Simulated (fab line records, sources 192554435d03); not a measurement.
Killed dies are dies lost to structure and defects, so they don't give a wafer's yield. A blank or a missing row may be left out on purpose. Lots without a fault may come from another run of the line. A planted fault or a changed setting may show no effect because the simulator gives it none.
Chamber matching | flow n5_finfet | N5_BEOL_M8_DESCUM_33 on rie_diel-06: 4 sister chambers
The step chemistry O2, time 7 s. 4 wafers are shown with their chamber, then 12 later ones without.

WAFERS WITH THEIR CHAMBER
wafer  | chamber | drypump_motor_current_A (A)
L087.4 | 0       | 5.3
L087.6 | 1       | 6.7
L089.5 | 3       | 5.2
L089.6 | 2       | 5.4

WAFERS WITHOUT THEIR CHAMBER
wafer  | drypump_motor_current_A (A)
L092.1 | 5.3
L092.3 | 6.6
L092.6 | 5.3
L096.1 | 6.7
L096.2 | 5.4
L096.3 | 5.1
L096.4 | 5.3
L096.5 | 6.7
L096.6 | 5.4
L097.1 | 5.2
L097.3 | 5.3
L097.5 | 5.4

WHICH CHAMBER EACH WENT THROUGH
wafer  | from the rows above | in truth
L092.1 | 0                   | 0
L092.3 | 1                   | 1
L092.6 | 0                   | 0
L096.1 | 1                   | 1
L096.2 | 2                   | 2
L096.3 | 3                   | 3
L096.4 | 0                   | 0
L096.5 | 1                   | 1
L096.6 | 2                   | 2
L097.1 | 3                   | 3
L097.3 | 0                   | 0
L097.5 | 2                   | 2
Placed correctly: 12 of 12. Can't be placed from these rows: 0. Placed wrongly: 0.
How it was worked out, from the rows above alone: a wafer's distance from a chamber is the root of the sum, over the readings, of the square of ((its reading less the chamber's mean) divided by the reading's scatter). The wafer belongs to the nearest chamber; if the next one is less than 2 further off, it can't be placed. A chamber's mean is the mean of its shown wafers. The scatter: with one shown wafer a chamber, the root of the mean of the squares of how far each hidden wafer lies from its nearest shown one.
